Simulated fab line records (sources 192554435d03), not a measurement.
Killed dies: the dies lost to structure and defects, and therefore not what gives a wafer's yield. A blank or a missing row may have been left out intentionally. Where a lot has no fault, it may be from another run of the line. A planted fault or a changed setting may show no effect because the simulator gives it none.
Matching of chambers | flow n5Finfet | 3 sister chambers for N5_BEOL_M15_ILD_DEP_00 on pecvd-01
The step deposits SiO2 from TEOS/O2, target thk 1629.3 nm, time 346.1 s. 6 wafers are shown with their chamber, then 9 later ones without.

== EACH WAFER AND ITS CHAMBER ==
wafer  | chamber | throttleValvePct (%) | heaterPowerW (W)
L079.3 | 0       | 19.2                 | 593
L081.4 | 0       | 19.5                 | 459
L081.6 | 2       | 17.7                 | 829
L086.1 | 2       | 17.3                 | 808
L086.3 | 1       | 18.7                 | 452
L086.5 | 1       | 18.7                 | 330

== WAFERS MISSING THEIR CHAMBER ==
wafer  | throttleValvePct (%) | heaterPowerW (W)
L087.2 | 19.2                 | 469
L087.5 | 18.0                 | 654
L087.6 | 19.4                 | 586
L097.4 | 17.7                 | 809
L097.5 | 19.4                 | 446
L097.6 | 18.5                 | 426
L096.1 | 18.3                 | 806
L096.5 | 19.3                 | 599
L096.6 | 18.0                 | 640

== EACH ONE'S CHAMBER ==
wafer  | from the rows above     | in truth
L087.2 | can't be placed: 0 or 1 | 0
L087.5 | can't be placed: 2 or 1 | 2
L087.6 | 0                       | 0
L097.4 | 2                       | 2
L097.5 | 0                       | 0
L097.6 | 1                       | 1
L096.1 | can't be placed: 2 or 1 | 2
L096.5 | 0                       | 0
L096.6 | can't be placed: 2 or 1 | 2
Correctly placed: 5 of 9. From these rows, 4 cannot be placed; in 4 the true chamber is one of the candidates. 0 placed wrongly.
How it was worked out, from the rows above alone: a wafer's distance from a chamber is the root of the sum, over the readings, of the square of ((its reading less the chamber's mean) divided by the reading's scatter). The wafer belongs to the nearest chamber; if the next one is less than 2 further off, it can't be placed. Each chamber's mean is taken over the wafers shown for it. The scatter: the root of (the sum of the squares of (reading less its chamber's mean) over the shown wafers, divided by (wafers less chambers)).
